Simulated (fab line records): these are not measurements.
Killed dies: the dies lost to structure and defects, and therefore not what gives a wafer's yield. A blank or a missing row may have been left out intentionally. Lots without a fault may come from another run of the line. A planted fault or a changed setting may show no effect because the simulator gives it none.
fab line records	flow n5_finfet
[record] lots = 7	wafers = 21	last_day = 18
route steps=1938 shown FIN_SAQP@116 BEOL_M4@1111 PASSIVATION@1936
lots that met no fault: from a run of the same line without faults
start_h: start of the lot's first displayed wafer, in hours after the record's first day	wait_h: hours from the lot's prior step to this one	" unchanged from the row above	L1.1+2: a single row standing in for several wafers	- either no value or no given start	* or withheld: withheld	< > ~ a bound
route shown NAME@n: names a module that has steps shown in the file, with the first one's number in the route	usual: mean/standard deviation of fault-free wafers	same: alike in all rows	chamber/n: place in a boat	sites: each site's reading	_std_site: their standard deviation	_edge_site: inner sites' mean taken away from outer sites' mean	radius_mm: how far each site lies from the wafer's centre	mask NAME#n: copy n	behind: tool/chamber where the wafer was last shaped	hold: cause of the lot's hold/its duration in hours/its outcome	device: names the non-switching transistor (n, p or np)	end of line: tests of these same wafers at the route's end	where a step has no rows: the recipe by itself	killed: at the first sort, the dies lost to defects and structure; wafer yield is something else	map: the dies of a wafer, with x for killed, . for not killed, _ for no die there
set.NAME: the setting as run; set.NAME@STEP: as run at that earlier step	model.NAME: the simulator's own value behind a step, which no gauge read
steps of the route over a sample of lots; a table a step, a row a wafer
services: when a tool's chamber went out of use (start_h, in hours from the record's first day, below 0 if earlier), for how many hours, and the reason
[[steps]]
[step N5_FIN_SAQP_ETCH_52]
[recipe] chemistry = N2/H2	target = SOC	target_depth_a = 1000	overetch_a = 200	mask_material = SiARC	temp_c = 40	time_s = 150	ion_energy_ev = 200	pressure_mtorr = 30	source_w = 840	bias_w = 150	n2_flow_sccm = 200	h2_flow_sccm = 200	ends = end_point
[usual] drypump_motor_current_A = 5.7/0.47	oes_product_au = 0.68/0.056	rf_fwd_power_W = 836.3/2.4	rf_vpp_V = 523.7/2.5	showerhead_plenum_p_Torr = 2.54/0.082	temp_c = 39.99/0.11	throttle_valve_pct = 17.96/0.18
lot.wafer	tool	chamber	start_h	wait_h	drypump_motor_current_A	oes_product_au	rf_fwd_power_W	rf_hours_counter_h	rf_vpp_V	showerhead_plenum_p_Torr	temp_c	throttle_valve_pct
L863.2	rie_diel-02	1	40.82	0.0	5.8	0.81	836.4	27	528.4	2.71	40.07	17.99
L863.4	"	3	"	"	5.4	0.64	837.0	209	527.9	2.63	39.94	18.02
L863.6	"	2	"	"	6.7	0.63	837.6	-	527.7	2.63	39.98	18.10
L866.3	rie_diel-01	3	58.66	0.0	5.7	0.71	836.5	132	526.5	2.67	39.99	17.94
L866.4	"	1	"	"	5.2	0.72	841.4	96	522.0	2.47	39.96	18.27
L866.5	"	1	"	"	5.2	0.73	839.5	-	519.9	2.47	40.02	18.26
L869.1	rie_diel-05	2	76.35	0.0	5.1	0.67	832.0	146	521.4	2.44	40.06	17.51
L869.3	"	3	"	"	5.9	0.66	839.1	145	520.5	2.45	39.88	17.81
L869.6	"	2	"	"	5.1	0.67	834.2	-	519.8	2.44	39.94	17.50
L871.4	rie_diel-01	2	89.34	0.0	5.1	0.67	834.0	148	523.1	2.55	40.00	17.90
L871.5	"	2	"	"	5.1	0.68	832.6	-	523.4	2.55	40.04	17.91
L871.6	"	3	"	"	5.7	0.70	835.7	-	526.8	2.66	40.10	17.94
L873.3	rie_diel-02	1	100.36	0.0	5.8	0.78	837.8	50	528.7	2.70	39.95	18.01
L873.5	"	3	"	"	5.4	0.62	835.1	-	526.2	2.62	39.83	18.06
L873.6	"	2	"	"	6.7	0.63	836.4	-	525.7	2.62	39.96	18.14
L882.2	rie_diel-01	3	155.83	0.0	5.8	0.68	839.4	165	526.4	2.65	39.99	17.98
L882.3	"	1	"	"	5.2	0.69	836.2	130	520.8	2.45	40.01	18.35
L882.5	"	3	"	"	5.7	0.68	840.1	-	525.2	2.65	40.12	17.99
L883.4	rie_diel-05	3	160.15	0.0	5.9	0.65	837.9	174	520.0	2.43	39.99	17.88
L883.5	"	3	"	"	5.9	0.64	834.9	-	520.5	2.43	40.00	17.88
L883.6	"	0	"	"	5.6	0.63	836.0	-	522.8	2.51	39.89	18.06
[step N5_FIN_SAQP_SPACER1_ALD_24]
[recipe] material = SiO2	target_thk_a = 203	temp_c = 300	ald_precursor_family = BDEAS	ald_co_reactant = O2-plasma	pulse_time_s = 1	purge_time_s = 2	co_reactant_purge_time_s = 2	ald_cycles = 218	pressure_torr = 2
[usual] heater_power_w = 505/51	precursor_pulse_height_rel = 1.000/0.023	susceptor_temp_C = 300.02/0.2
lot.wafer	tool	chamber	start_h	wait_h	heater_power_w	precursor_pulse_height_rel	susceptor_temp_C
L863.2	ald_sin-02	2	41.86	0.3	515	0.990	299.94
L863.4	"	1	"	"	478	0.983	299.94
L863.6	"	3	"	"	540	0.964	299.76
L866.3	ald_sin-02	0	60.30	0.8	590	1.011	299.93
L866.4	"	3	"	"	528	1.004	300.02
L866.5	"	2	"	"	514	0.986	299.83
L869.1	ald_sin-02	1	77.38	0.3	482	0.995	299.75
L869.3	"	2	"	"	507	1.020	299.90
L869.6	"	2	"	"	499	0.999	299.81
L871.4	ald_sin-03	1	90.37	0.2	372	0.983	300.06
L871.5	"	2	"	"	495	1.019	299.91
L871.6	"	3	"	"	473	0.977	300.03
L873.3	ald_sin-01	3	101.53	0.2	503	1.036	300.05
L873.5	"	3	"	"	518	0.997	300.28
L873.6	"	0	"	"	546	0.996	299.61
L882.2	ald_sin-03	2	157.24	0.7	496	0.959	300.24
L882.3	"	1	"	"	385	1.050	299.76
L882.5	"	2	"	"	483	0.984	299.91
L883.4	ald_sin-02	2	161.49	0.5	524	1.004	300.32
L883.5	"	0	"	"	592	0.988	299.92
L883.6	"	3	"	"	529	0.947	300.16
[step N5_FIN_SAQP_SPACER1_ETCHBACK_25]
[recipe] chemistry = CHF3/O2	mode = anisotropic_etchback	target = SiO2	target_depth_a = 244	time_s = 12.2	pressure_mtorr = 30	source_w = 650	bias_w = 170	Ar_flow_sccm = 200	CHF3_flow_sccm = 50	O2_flow_sccm = 5	ion_energy_ev = 200
[usual] drypump_motor_current_A = 5.7/0.47	oes_ar_750_au = 0.76/0.062	oes_product_au = 0.76/0.065	rf_fwd_power_W = 646.0/2.3	rf_vpp_V = 527/4.1	showerhead_plenum_p_Torr = 2.41/0.076	throttle_valve_pct = 18.99/0.18
lot.wafer	tool	chamber	start_h	wait_h	drypump_motor_current_A	oes_ar_750_au	oes_product_au	rf_fwd_power_W	rf_hours_counter_h	rf_vpp_V	showerhead_plenum_p_Torr	throttle_valve_pct
L863.2	rie_diel-05	3	42.58	0.4	5.9	0.74	0.76	648.1	131	524	2.33	18.87
L863.4	"	0	"	"	5.6	0.73	0.72	648.7	-	530	2.40	19.03
L863.6	"	1	"	"	5.2	0.92	0.93	647.0	-	529	2.35	18.70
L866.3	rie_diel-01	1	61.02	0.4	5.2	0.81	0.82	645.0	97	528	2.34	19.19
L866.4	"	3	"	"	5.8	0.78	0.79	645.6	132	534	2.52	19.01
L866.5	"	3	"	"	5.7	0.79	0.79	643.5	-	534	2.52	19.02
L869.1	rie_diel-01	1	78.09	0.4	5.1	0.80	0.67	648.1	103	528	2.33	19.15
L869.3	"	2	"	"	5.1	0.77	0.64	642.1	144	525	2.41	18.87
L869.6	"	2	"	"	5.1	0.76	0.64	641.2	-	525	2.41	18.84
L871.4	rie_diel-01	0	91.08	0.4	6.3	0.75	0.64	644.1	165	524	2.41	19.10
L871.5	"	3	"	"	5.7	0.78	0.66	649.0	-	533	2.51	18.99
L871.6	"	2	"	"	5.1	0.76	0.64	647.2	-	526	2.41	18.87
L873.3	rie_diel-01	1	102.33	0.5	5.2	0.79	0.68	649.8	110	527	2.33	19.18
L873.5	"	3	"	"	5.7	0.78	0.65	645.6	-	535	2.51	19.01
L873.6	"	1	"	"	5.2	0.79	0.68	645.4	-	527	2.33	19.18
L882.2	rie_diel-05	2	158.23	0.6	5.1	0.73	0.73	647.5	173	520	2.30	18.61
L882.3	"	3	"	"	5.9	0.71	0.73	650.2	174	525	2.31	18.92
L882.5	"	2	"	"	5.1	0.73	0.73	645.4	-	520	2.30	18.62
L883.4	rie_diel-05	2	161.86	0.0	5.1	0.73	0.73	646.6	174	521	2.30	18.62
L883.5	"	0	"	"	5.6	0.69	0.69	647.4	-	530	2.38	19.09
L883.6	"	3	"	"	5.9	0.71	0.72	643.0	-	525	2.31	18.94
[step N5_FIN_SAQP_MANDREL1_REMOVE_56]
[recipe] chemistry = HBr/Cl2/O2	bt_time_s = 10	target = a-Si	stop_on = SiNx	endpoint = OES-SiCl	over_etch_frac = 1	icp_w = 600	bias_w = 22	HBr_flow_sccm = 150	Cl2_flow_sccm = 80	O2_flow_sccm = 5	pressure_mtorr = 10
[usual] drypump_motor_current_A = 5.8/0.39	he_backside_leak_sccm = 2.8/0.43	oes_product_au = 1.006/0.018	rf_fwd_power_W = 596.7/2	throttle_valve_pct = 36.81/0.3
lot.wafer	tool	chamber	start_h	wait_h	drypump_motor_current_A	he_backside_leak_sccm	oes_product_au	rf_fwd_power_W	rf_hours_counter_h	throttle_valve_pct
L863.2	rie_si-04	2	42.67	0.1	5.6	2.7	0.976	596.1	124	36.73
L863.4	"	0	"	"	4.9	2.7	1.000	598.1	126	36.66
L863.6	"	0	"	"	4.9	2.7	0.998	601.5	-	36.65
L866.3	rie_si-03	3	61.11	0.1	6.3	2.6	1.001	597.5	25	36.78
L866.4	"	2	"	"	6.1	2.4	1.016	598.3	2	36.42
L866.5	"	1	"	"	5.6	2.8	0.997	599.6	-	37.16
L869.1	rie_si-03	2	78.18	0.1	6.2	2.4	0.936	597.1	2	36.41
L869.3	"	3	"	"	6.3	2.6	0.863	597.8	26	36.77
L869.6	"	2	"	"	6.1	2.4	0.910	593.5	-	36.42
L871.4	rie_si-06	2	91.17	0.1	5.8	2.5	0.934	596.3	184	36.58
L871.5	"	3	"	"	6.2	2.9	0.951	598.7	-	36.39
L871.6	"	2	"	"	5.8	2.7	0.886	594.2	-	36.59
L873.3	rie_si-03	3	102.42	0.1	6.3	2.6	0.930	594.8	26	36.78
L873.5	"	3	"	"	6.3	2.5	0.905	593.5	-	36.79
L873.6	"	0	"	"	5.6	2.8	0.986	596.1	-	37.18
L882.2	rie_si-04	2	158.32	0.1	5.6	2.7	0.971	595.7	126	36.75
L882.3	"	1	"	"	5.4	2.6	1.022	597.8	0	36.22
L882.5	"	1	"	"	5.4	2.5	1.016	598.9	-	36.22
L883.4	rie_si-03	1	161.95	0.1	5.6	2.5	1.004	596.5	72	37.19
L883.5	"	0	"	"	5.6	5.7	1.041	598.8	-	37.16
L883.6	"	1	"	"	5.6	2.6	1.005	598.1	-	37.16
[step N5_FIN_SAQP_MANDREL_ETCH_58]
[recipe] chemistry = HBr/Cl2	target = a-Si	target_depth_a = 450	bt_time_s = 10	stop_on = SiNx	mask_material = SiO2	over_etch_frac = 0.8	time_s = 27	pressure_mtorr = 10	icp_w = 800	bias_w = 75	HBr_flow_sccm = 150	Cl2_flow_sccm = 80	ends = end_point
[usual] drypump_motor_current_A = 5.7/0.44	he_backside_leak_sccm = 2.75/0.23	oes_product_au = 0.697/0.013	rf_fwd_power_W = 794.5/2.8	throttle_valve_pct = 35.61/0.26
lot.wafer	tool	chamber	start_h	wait_h	drypump_motor_current_A	he_backside_leak_sccm	oes_product_au	rf_fwd_power_W	rf_hours_counter_h	throttle_valve_pct
L863.2	rie_si-06	1	42.97	0.0	6.2	2.94	0.690	794.8	26	35.79
L863.4	"	0	"	"	6.3	3.16	0.683	795.0	131	35.77
L863.6	"	1	"	"	6.2	2.72	0.691	795.3	-	35.80
L866.3	rie_si-06	3	61.41	0.0	6.2	2.78	0.709	796.0	63	35.26
L866.4	"	0	"	"	6.3	3.16	0.699	791.6	132	35.77
L866.5	"	1	"	"	6.2	2.89	0.704	792.8	-	35.79
L869.1	rie_si-04	0	78.49	0.0	4.9	2.60	0.642	792.2	126	35.62
L869.3	"	3	"	"	5.9	2.70	0.605	796.4	101	36.16
L869.6	"	2	"	"	5.6	2.87	0.616	793.3	-	35.75
L871.4	rie_si-03	1	91.47	0.0	5.6	2.75	0.654	792.0	70	36.12
L871.5	"	1	"	"	5.6	2.73	0.673	792.1	-	36.10
L871.6	"	2	"	"	6.2	2.42	0.646	798.0	-	35.40
L873.3	rie_si-04	0	102.86	0.0	4.9	2.66	0.653	793.1	127	35.62
L873.5	"	1	"	"	5.4	2.78	0.656	793.5	-	35.44
L873.6	"	2	"	"	5.6	2.79	0.649	795.4	-	35.67
L882.2	rie_si-06	0	158.62	0.0	6.3	3.16	0.679	796.7	133	35.75
L882.3	"	3	"	"	6.2	2.90	0.706	798.0	65	35.26
L882.5	"	1	"	"	6.2	2.95	0.705	794.8	-	35.77
L883.4	rie_si-04	0	162.28	0.0	4.9	2.58	0.706	797.8	-	35.53
L883.5	"	3	"	"	5.9	2.66	0.709	796.9	-	35.95
L883.6	"	1	"	"	5.4	2.31	0.713	796.1	-	35.08
[step N5_FIN_SAQP_ETCH_67]
[recipe] chemistry = CH3F/O2	target = SiNx	target_depth_a = 300	mask_material = SOC	pressure_mtorr = 30	source_w = 395	bias_w = 73	Ar_flow_sccm = 150	CH3F_flow_sccm = 30	O2_flow_sccm = 20	ion_energy_ev = 120
[usual] drypump_motor_current_A = 5.7/0.48	oes_ar_750_au = 0.75/0.068	oes_product_au = 0.75/0.071	rf_fwd_power_W = 390.8/1.4	rf_vpp_V = 298.9/2.5	showerhead_plenum_p_Torr = 2.01/0.064	throttle_valve_pct = 16.52/0.18
lot.wafer	tool	chamber	start_h	wait_h	drypump_motor_current_A	oes_ar_750_au	oes_product_au	rf_fwd_power_W	rf_hours_counter_h	rf_vpp_V	showerhead_plenum_p_Torr	throttle_valve_pct
L863.2	rie_diel-01	2	43.56	0.0	5.1	0.77	0.76	388.9	132	299.5	2.01	16.35
L863.4	"	3	"	"	5.7	0.79	0.78	392.0	127	303.6	2.10	16.50
L863.6	"	1	"	"	5.2	0.81	0.82	392.3	-	299.3	1.94	16.58
L866.3	rie_diel-05	2	62.00	0.0	5.1	0.75	0.76	390.2	140	295.4	1.92	16.07
L866.4	"	1	"	"	5.2	0.91	0.90	389.7	26	299.6	1.95	16.16
L866.5	"	3	"	"	5.9	0.74	0.76	391.5	-	297.5	1.93	16.32
L869.1	rie_diel-02	3	79.08	0.0	5.4	0.71	0.70	389.7	217	297.8	2.06	16.59
L869.3	"	2	"	"	6.7	0.71	0.70	393.0	213	292.8	2.07	16.71
L869.6	"	3	"	"	5.4	0.70	0.70	390.3	-	298.0	2.06	16.58
L871.4	rie_diel-02	2	92.12	0.0	6.7	0.70	0.70	391.7	217	294.6	2.06	16.70
L871.5	"	2	"	"	6.7	0.70	0.69	391.0	-	294.1	2.06	16.72
L871.6	"	3	"	"	5.4	0.70	0.70	389.1	-	297.4	2.06	16.59
L873.3	rie_diel-01	1	103.63	0.0	5.2	0.79	0.80	390.0	111	299.7	1.93	16.62
L873.5	"	1	"	"	5.2	0.79	0.80	389.9	-	298.7	1.93	16.63
L873.6	"	3	"	"	5.7	0.78	0.78	392.0	-	303.4	2.09	16.52
L882.2	rie_diel-02	0	159.21	0.0	5.9	0.67	0.67	390.2	252	301.7	1.96	16.75
L882.3	"	1	"	"	5.8	0.83	0.84	389.8	70	300.0	2.11	16.48
L882.5	"	0	"	"	5.9	0.67	0.66	390.9	-	302.0	1.96	16.75
L883.4	rie_diel-01	3	162.84	0.0	5.7	0.76	0.76	393.3	167	302.3	2.08	16.56
L883.5	"	0	"	"	6.3	0.73	0.72	391.6	-	295.9	1.99	16.65
L883.6	"	3	"	"	5.7	0.75	0.75	392.9	-	302.9	2.08	16.56
[step N5_BEOL_M4_RC_MEAS_101]
[usual] DIBL_N = 35.8/1.4	DIBL_P = 35.8/1.6	IOFF_N = 0.152/0.021	IOFF_P = 0.204/0.027	ION_N = 672/8.7	ION_P = 461/6.2	SS_N = 71.5/0.54	SS_P = 73.1/0.57	VT_N = 250.0/2.5	VT_P = -250.6/2.7
lot.wafer	tool	chamber	start_h	wait_h	DIBL_N[mV/V]	DIBL_P[mV/V]	IOFF_N[nA/um]	IOFF_P[nA/um]	ION_N[uA/um]	ION_P[uA/um]	SS_N[mV/dec]	SS_P[mV/dec]	VT_N[mV]	VT_P[mV]
L863.2	prober-01	0	198.57	0.2	36.0	32.6	0.124	0.196	663	462	71.8	72.6	254.1	-248.2
L863.4	"	0	"	"	34.9	31.8	0.118	0.184	667	457	70.7	72.6	252.7	-249.2
L863.6	"	0	"	"	37.7	34.9	0.149	0.226	677	468	71.3	73.8	250.1	-246.0
L866.3	prober-02	0	215.75	0.3	36.8	37.3	0.168	0.235	688	473	71.8	74.4	249.5	-250.4
L866.4	"	0	"	"	34.2	34.0	0.117	0.185	671	464	70.6	73.1	252.3	-251.4
L866.5	"	0	"	"	36.4	37.8	0.171	0.241	680	470	72.0	73.7	249.9	-248.4
L869.1	prober-02	0	230.76	0.0	37.4	36.9	0.174	0.204	678	457	71.3	72.9	247.5	-251.8
L869.3	"	0	"	"	35.9	35.8	0.151	0.184	673	455	71.7	72.6	249.7	-251.9
L869.6	"	0	"	"	35.4	34.2	0.139	0.163	669	452	71.7	72.9	251.3	-254.3
L873.3	prober-01	0	259.42	0.3	35.2	34.8	0.136	0.169	667	458	72.1	72.7	252.3	-253.7
L873.6	"	0	"	"	36.1	36.5	0.156	0.200	668	453	72.7	73.1	248.5	-253.7
L871.4	prober-01	0	263.83	0.5	34.9	34.4	0.144	0.185	661	456	71.8	73.4	252.3	-251.1
L871.5	"	0	"	"	34.8	35.1	0.132	0.185	667	465	72.1	73.1	251.9	-251.1
L871.6	"	0	"	"	34.9	34.4	0.133	0.178	671	456	71.6	73.5	255.1	-251.9
L883.4	prober-01	0	309.90	0.5	35.5	34.8	0.152	0.199	663	452	72.0	72.9	249.4	-251.6
L883.5	"	0	"	"	36.2	35.3	0.175	0.220	669	461	72.1	72.5	246.1	-247.8
L883.6	"	0	"	"	35.4	34.3	0.147	0.200	670	460	71.0	72.5	251.8	-249.4
L882.2	prober-02	0	316.41	0.2	36.5	34.4	0.165	0.203	681	463	71.1	74.1	247.6	-251.2
L882.3	"	0	"	"	36.4	34.3	0.173	0.205	680	457	71.3	72.7	247.0	-249.2
L882.5	"	0	"	"	36.7	34.6	0.174	0.209	670	466	71.8	73.6	247.0	-248.4
[step N5_PASSIVATION_PROBE_49]
[usual] defect_limited_yield = 91.6/1.4	killed_at_M0_to_M3 = 33/9.7	killed_at_M4_up = 13/5.4	killed_at_contacts = 13/6.6	killed_at_front_end = 36/11	killed_at_other = 3.9/3	killed_dies = 99/16	killed_on_rim = 13/3.8	killed_open = 66/12	killed_short = 32/7.9	sort_bin_5_function = 4.9/0.9	sort_bin_6_memory = 3.2/0.67	sort_n_pass = 1081/16	sort_yield_pct = 91.6/1.4
[same] gross_dies = 1180	killed_at_back_side = 0	sort_bin_4_leakage[%] = 0	sort_bin_8_speed[%] = 0
lot.wafer	tool	chamber	start_h	wait_h	defect_limited_yield[%]	killed_at_M0_to_M3	killed_at_M4_up	killed_at_contacts	killed_at_front_end	killed_at_other	killed_dies	killed_on_rim	killed_open	killed_short	sort_bin_5_function[%]	sort_bin_6_memory[%]	sort_n_pass	sort_yield_pct[%]
L863.2	prober-02	-	308.13	0.1	90.3	43	13	17	38	4	115	14	75	39	5.7	3.8	1065	90.3
L863.4	prober-02	-	308.23	0.2	90.6	29	10	25	35	12	111	7	72	38	6.3	2.8	1069	90.6
L863.6	prober-02	-	308.33	0.3	93.2	34	11	15	14	6	80	13	48	31	3.5	3.0	1100	93.2
L866.3	prober-01	-	323.21	0.1	91.4	37	15	6	36	8	102	10	67	34	4.8	3.7	1078	91.4
L866.4	prober-01	-	323.26	0.2	90.2	44	19	21	32	0	116	16	82	34	5.5	4.0	1064	90.2
L866.5	prober-01	-	323.31	0.2	91.9	40	11	4	33	8	96	17	60	36	4.8	3.1	1084	91.9
L869.1	prober-02	-	329.10	0.0	80.8	20	9	5	190	2	226	25	50	20	17.3	1.9	954	80.8
L869.3	prober-02	-	329.20	0.1	71.9	42	23	13	253	0	331	9	75	31	24.3	3.4	849	71.9
L869.6	prober-02	-	329.35	0.3	74.6	28	10	17	244	1	300	13	81	32	21.4	3.6	880	74.6
L873.3	prober-02	-	364.96	0.1	84.7	26	8	9	132	5	180	22	64	28	12.6	2.5	1000	84.7
L873.6	prober-02	-	365.11	0.3	80.9	41	16	10	153	5	225	43	78	37	14.6	4.3	955	80.9
L871.4	prober-02	-	370.45	0.2	82.1	28	16	3	155	9	211	25	48	26	15.2	2.4	969	82.1
L871.5	prober-02	-	370.50	0.2	84.0	29	11	11	134	4	189	63	44	32	13.1	2.6	991	84.0
L871.6	prober-02	-	370.55	0.3	73.0	25	15	11	264	4	319	15	43	34	23.4	3.1	861	73.0
L883.4	prober-01	-	421.40	0.2	91.4	34	18	13	30	7	102	12	67	34	5.3	2.9	1078	91.4
L883.5	prober-01	-	421.45	0.2	91.5	31	11	22	30	6	100	12	67	33	4.7	3.5	1080	91.5
L883.6	prober-01	-	421.50	0.3	90.9	35	14	22	34	2	107	8	70	36	5.2	3.9	1073	90.9
L882.2	prober-01	-	427.12	0.1	91.2	40	10	5	37	12	104	19	64	39	4.5	3.7	1076	91.2
L882.3	prober-01	-	427.17	0.1	91.1	43	22	4	32	4	105	16	65	39	5.5	2.9	1075	91.1
L882.5	prober-01	-	427.27	0.2	90.8	34	17	11	41	5	108	15	69	39	5.8	2.8	1072	90.8
// killed by level:class
L863.2 MOL_CONTACT_COAG:geometric_particle:open=15 BEOL_M3:geometric_particle:open=10 STI_FIN_REVEAL:geometric_particle:open=7 BEOL_M0_SAQP:geometric_particle:short=7 BEOL_M5:geometric_particle:open=7 BEOL_M0_SAQP:geometric_particle:open=6 BEOL_M2:geometric_particle:open=6 GATE_CUT:geometric_particle:short=5
L863.4 MOL_CONTACT_COAG:geometric_particle:open=17 MOL_CONTACT_COAG:geometric_particle:short=8 BEOL_M0_SAQP:geometric_particle:open=7 DUMMY_GATE:geometric_particle:open=6 GATE_CUT:geometric_particle:short=6 BEOL_M3:geometric_particle:open=6 STARTING-WAFER:geometric_particle:open=6 BEOL_M5:geometric_particle:open=5
L863.6 MOL_CONTACT_COAG:geometric_particle:open=11 BEOL_M3:geometric_particle:open=11 BEOL_M0_SAQP:geometric_particle:short=8 BEOL_M0_SAQP:geometric_particle:open=6 BEOL_M4:geometric_particle:open=5 MOL_CONTACT_COAG:geometric_particle:short=4 STARTING-WAFER:geometric_particle:short=4 GATE_CUT:geometric_particle:short=3
L866.3 BEOL_M0_SAQP:geometric_particle:short=11 BEOL_M0_SAQP:geometric_particle:open=11 BEOL_M3:geometric_particle:open=8 STI_FIN_REVEAL:geometric_particle:open=7 DUMMY_GATE:geometric_particle:open=6 BEOL_M4:geometric_particle:open=6 GATE_CUT:geometric_particle:short=4 MOL_CONTACT_COAG:geometric_particle:open=4
L866.4 MOL_CONTACT_COAG:geometric_particle:open=17 BEOL_M3:geometric_particle:open=17 BEOL_M4:geometric_particle:open=14 STI_FIN_REVEAL:geometric_particle:open=9 BEOL_M0_SAQP:geometric_particle:short=8 BEOL_M0_SAQP:geometric_particle:open=8 FIN_SAQP:geometric_particle:open=7 MOL_CONTACT_COAG:geometric_particle:short=4
L866.5 BEOL_M2:geometric_particle:open=10 BEOL_M3:geometric_particle:open=10 BEOL_M0_SAQP:geometric_particle:open=7 FIN_SAQP:geometric_particle:open=5 GATE_CUT:geometric_particle:short=5 BEOL_M0:geometric_particle:short=5 FIN_SAQP:geometric_particle:short=4 STARTING-WAFER:geometric_particle:short=4
L869.1 FIN_SAQP:area_etchback=156 STI_FIN_REVEAL:geometric_particle:open=8 BEOL_M0_SAQP:geometric_particle:open=6 STARTING-WAFER:geometric_particle:open=6 GATE_CUT:geometric_particle:short=5 FIN_SAQP:geometric_particle:open=4 MOL_CONTACT_COAG:geometric_particle:open=4 BEOL_M3:geometric_particle:open=4
L869.3 FIN_SAQP:area_etchback=224 BEOL_M0_SAQP:geometric_particle:open=14 BEOL_M3:geometric_particle:open=13 MOL_CONTACT_COAG:geometric_particle:open=11 BEOL_M0_SAQP:geometric_particle:short=11 FIN_SAQP:geometric_particle:short=8 BEOL_M5:geometric_particle:open=8 BEOL_M4:geometric_particle:open=7
L869.6 FIN_SAQP:area_etchback=187 MOL_CONTACT_COAG:geometric_particle:open=16 FIN_SAQP:geometric_particle:open=11 FIN_SAQP:geometric_particle:short=11 STI_FIN_REVEAL:geometric_particle:open=10 BEOL_M1:geometric_particle:open=10 BEOL_M4:geometric_particle:open=6 BEOL_M3:geometric_particle:open=6
L873.3 FIN_SAQP:area_etchback=88 FIN_SAQP:geometric_particle:open=17 BEOL_M2:geometric_particle:open=9 MOL_CONTACT_COAG:geometric_particle:open=7 FIN_SAQP:geometric_particle:short=6 BEOL_M0_SAQP:geometric_particle:open=6 STI_FIN_REVEAL:geometric_particle:open=4 BEOL_M4:geometric_particle:open=4
L873.6 FIN_SAQP:area_etchback=110 BEOL_M0_SAQP:geometric_particle:short=12 STI_FIN_REVEAL:geometric_particle:open=11 FIN_SAQP:geometric_particle:open=10 BEOL_M0_SAQP:geometric_particle:open=10 MOL_CONTACT_COAG:geometric_particle:open=7 FIN_SAQP:geometric_particle:short=6 BEOL_M1:geometric_particle:short=6
L871.4 FIN_SAQP:area_etchback=134 BEOL_M0_SAQP:geometric_particle:short=10 BEOL_M0_SAQP:geometric_particle:open=9 STARTING-WAFER:geometric_particle:open=6 STI_FIN_REVEAL:geometric_particle:open=5 BEOL_M3:geometric_particle:open=5 BEOL_M5:geometric_particle:open=5 BEOL_M4:geometric_particle:open=4
L871.5 FIN_SAQP:area_etchback=112 BEOL_M0_SAQP:geometric_particle:short=10 MOL_CONTACT_COAG:geometric_particle:open=9 BEOL_M0_SAQP:geometric_particle:open=5 STARTING-WAFER:geometric_particle:open=5 BEOL_M4:geometric_particle:open=4 STARTING-WAFER:geometric_particle:short=4 ILD0:geometric_particle:open=3
L871.6 FIN_SAQP:area_etchback=241 BEOL_M3:geometric_particle:open=10 FIN_SAQP:geometric_particle:short=7 MOL_CONTACT_COAG:geometric_particle:open=6 BEOL_M5:geometric_particle:open=6 MOL_CONTACT_COAG:geometric_particle:short=5 BEOL_M0_SAQP:geometric_particle:short=5 BEOL_M8:geometric_particle:open=3
L883.4 MOL_CONTACT_COAG:geometric_particle:open=13 BEOL_M0_SAQP:geometric_particle:short=12 BEOL_M0_SAQP:geometric_particle:open=9 STI_FIN_REVEAL:geometric_particle:open=8 FIN_SAQP:geometric_particle:open=6 BEOL_M7:geometric_particle:open=6 BEOL_M3:geometric_particle:open=5 BEOL_M4:geometric_particle:open=5
L883.5 MOL_CONTACT_COAG:geometric_particle:open=16 BEOL_M0_SAQP:geometric_particle:short=12 STI_FIN_REVEAL:geometric_particle:open=8 BEOL_M1:geometric_particle:open=8 MOL_CONTACT_COAG:geometric_particle:short=6 GATE_CUT:geometric_particle:short=5 DUMMY_GATE:geometric_particle:open=4 BEOL_M0_SAQP:geometric_particle:open=4
L883.6 MOL_CONTACT_COAG:geometric_particle:open=19 BEOL_M0_SAQP:geometric_particle:short=13 DUMMY_GATE:geometric_particle:open=8 STI_FIN_REVEAL:geometric_particle:open=7 BEOL_M1:geometric_particle:open=7 BEOL_M0_SAQP:geometric_particle:open=6 GATE_CUT:geometric_particle:short=4 BEOL_M3:geometric_particle:open=4
L882.2 DUMMY_GATE:geometric_particle:open=11 BEOL_M3:geometric_particle:open=10 BEOL_M0_SAQP:geometric_particle:open=9 BEOL_M1:geometric_particle:open=8 GATE_CUT:geometric_particle:short=7 FIN_SAQP:geometric_particle:short=6 BEOL_M0_SAQP:geometric_particle:short=6 PAD_METAL:geometric_particle:open=6
L882.3 FIN_SAQP:geometric_particle:open=10 BEOL_M0_SAQP:geometric_particle:short=8 BEOL_M0_SAQP:geometric_particle:open=8 BEOL_M0:geometric_particle:short=8 BEOL_M3:geometric_particle:open=8 BEOL_M4:geometric_particle:open=7 BEOL_M2:geometric_particle:open=7 BEOL_M4:geometric_particle:short=5
L882.5 FIN_SAQP:geometric_particle:short=9 MOL_CONTACT_COAG:geometric_particle:open=8 BEOL_M0_SAQP:geometric_particle:open=8 BEOL_M4:geometric_particle:open=7 FIN_SAQP:geometric_particle:open=6 STI_FIN_REVEAL:geometric_particle:open=6 BEOL_M3:geometric_particle:open=5 DUMMY_GATE:geometric_particle:open=4
[[services]]
tool	chamber	start_h	hours	kind
rie_diel-05	2	18.88	40.9	repair
rie_si-03	1	22.32	2.4	repair
rie_diel-01	0	22.49	5.8	repair
rie_si-03	1	29.27	30.1	repair
ald_sin-03	-	39.89	2.0	repair
rie_diel-02	3	59.04	16.3	repair
rie_diel-02	-	82.84	0.6	repair
rie_diel-01	2	94.27	9.5	repair
rie_si-03	3	112.25	5.7	repair
rie_si-04	1	123.08	-	clean
rie_si-04	1	123.08	19.8	scheduled_down
rie_si-04	1	123.08	19.8	vent_cycle
rie_diel-02	2	123.29	4.0	repair
rie_si-04	2	159.35	9.5	repair
[[key]]
[first_sign] step = N5_FIN_SAQP_SPACER1_ETCHBACK_25	reading = oes_product_au	direction = down	sigmas = 1.7	usual = 0.76	struck = 0.66
[effect] step = N5_FIN_SAQP_MANDREL1_REMOVE_56	reading = oes_product_au	direction = down	sigmas = 4.8	usual = 1.006	struck = 0.922
[effect] step = N5_FIN_SAQP_MANDREL_ETCH_58	reading = oes_product_au	direction = down	sigmas = 4	usual = 0.697	struck = 0.644
[effect] step = N5_PASSIVATION_PROBE_49	reading = killed_at_front_end	direction = up	sigmas = 15	usual = 36	struck = 191
[more_kills_born_at] N5_FIN_SAQP_SPACER1_ETCHBACK_25@rie_diel-01 = 1252
met_at N5_FIN_SAQP_SPACER1_ETCHBACK_25
struck_lots L869,L871,L873
rows_end L873.5
not_acting_at N5_FIN_SAQP_ETCH_52,N5_FIN_SAQP_SPACER1_ALD_24,N5_FIN_SAQP_ETCH_67
onset_between 61.02 78.09
[fault] kind = process_parameter_drift	tool = rie_diel-01	chamber = -	onset_h = 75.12	steps = N5_FIN_SAQP_SPACER1_ETCHBACK_25	channel = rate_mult	offset = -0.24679	shape = step
// rows_end: these wafers met a further fault down the route, and their rows from its step on are left out
